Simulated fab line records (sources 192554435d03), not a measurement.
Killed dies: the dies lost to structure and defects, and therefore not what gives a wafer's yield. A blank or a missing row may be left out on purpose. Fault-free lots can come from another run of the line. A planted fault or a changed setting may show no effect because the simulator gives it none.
Chamber matching | flow n5_finfet | rie_diel-05 running N5_BEOL_M2_ETCH_63: 4 sister chambers
The step etches SiARC in CF4, target depth 15.6 nm, time 26 s. 8 wafers are shown with their chamber, then 10 later ones without.

WAFERS, EACH WITH ITS CHAMBER
wafer  | chamber | showerhead_plenum_p_Torr (Torr) | drypump_motor_current_A (A)
L077.5 | 1       | 2.19                            | 5.5
L084.6 | 0       | 2.09                            | 5.5
L087.5 | 1       | 2.18                            | 5.4
L087.6 | 0       | 2.09                            | 5.4
L088.1 | 2       | 1.97                            | 5.8
L088.4 | 3       | 2.26                            | 4.9
L091.1 | 2       | 1.97                            | 5.8
L091.2 | 3       | 2.25                            | 4.9

WAFERS MISSING THEIR CHAMBER
wafer  | showerhead_plenum_p_Torr (Torr) | drypump_motor_current_A (A)
L091.3 | 2.18                            | 5.4
L091.4 | 1.97                            | 5.8
L091.5 | 2.18                            | 5.5
L091.6 | 2.25                            | 4.9
L095.1 | 1.96                            | 5.8
L095.4 | 2.25                            | 4.9
L095.5 | 2.17                            | 5.4
L096.1 | 1.96                            | 5.8
L096.2 | 2.25                            | 4.9
L096.4 | 2.09                            | 5.4

CHAMBER TAKEN BY EACH
wafer  | from the rows above | in truth
L091.3 | 1                   | 1
L091.4 | 2                   | 2
L091.5 | 1                   | 1
L091.6 | 3                   | 3
L095.1 | 2                   | 2
L095.4 | 3                   | 3
L095.5 | 1                   | 1
L096.1 | 2                   | 2
L096.2 | 3                   | 3
L096.4 | 0                   | 0
10 of 10 placed correctly. Number that these rows cannot place: 0. Wrongly placed: 0.
How it was worked out, from the rows above alone: a wafer's distance from a chamber is the root of the sum, over the readings, of the square of ((its reading less the chamber's mean) divided by the reading's scatter). The wafer belongs to the nearest chamber; if the next one is less than 2 further off, it can't be placed. The mean given for a chamber averages the wafers shown for that chamber. The scatter is the square root of a quotient: the sum, over the shown wafers, of each reading's squared deviation from its chamber's mean, divided by wafers minus chambers.
